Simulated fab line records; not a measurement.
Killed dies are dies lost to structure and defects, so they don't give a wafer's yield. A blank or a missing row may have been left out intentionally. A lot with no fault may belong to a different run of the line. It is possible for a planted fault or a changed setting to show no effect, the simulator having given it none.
Chamber matching | flow n5-finfet | 4 sister chambers for N5_GATE_CUT_STRIP_42 on rie-diel-04
The step strips in O2. 8 wafers are shown with their chamber, then 8 later ones without.

== EACH WAFER AND ITS CHAMBER ==
wafer  | chamber | showerhead-plenum-p-Torr (Torr) | throttle-valve-pct (%)
L085.1 | 2       | 2.00                            | 16.89
L086.2 | 2       | 2.00                            | 16.89
L086.4 | 1       | 2.13                            | 16.67
L086.6 | 0       | 2.15                            | 16.81
L092.2 | 1       | 2.12                            | 16.69
L092.3 | 3       | 2.13                            | 16.60
L092.4 | 0       | 2.14                            | 16.82
L093.1 | 3       | 2.13                            | 16.58

== WAFERS WITH NO CHAMBER GIVEN ==
wafer  | showerhead-plenum-p-Torr (Torr) | throttle-valve-pct (%)
L093.2 | 2.14                            | 16.82
L093.3 | 2.00                            | 16.91
L093.4 | 2.12                            | 16.69
L093.5 | 2.00                            | 16.91
L093.6 | 2.12                            | 16.72
L095.4 | 2.00                            | 16.93
L095.5 | 2.12                            | 16.70
L095.6 | 2.14                            | 16.84

== WHICH CHAMBER EACH WENT THROUGH ==
wafer  | from the rows above | in truth
L093.2 | 0                   | 0
L093.3 | 2                   | 2
L093.4 | 1                   | 1
L093.5 | 2                   | 2
L093.6 | 1                   | 1
L095.4 | 2                   | 2
L095.5 | 1                   | 1
L095.6 | 0                   | 0
Placed correctly: 8 of 8. Number that these rows cannot place: 0. Wrongly placed: 0.
How it was worked out, from the rows above alone: a wafer's distance from a chamber is the root of the sum, over the readings, of the square of ((its reading less the chamber's mean) divided by the reading's scatter). If the next closest chamber is less than 2 further off than the closest, the wafer can't be placed; otherwise it belongs to the closest. Each chamber's mean is taken over the wafers shown for it. The scatter: the root of (the sum of the squares of (reading less its chamber's mean) over the shown wafers, divided by (wafers less chambers)).
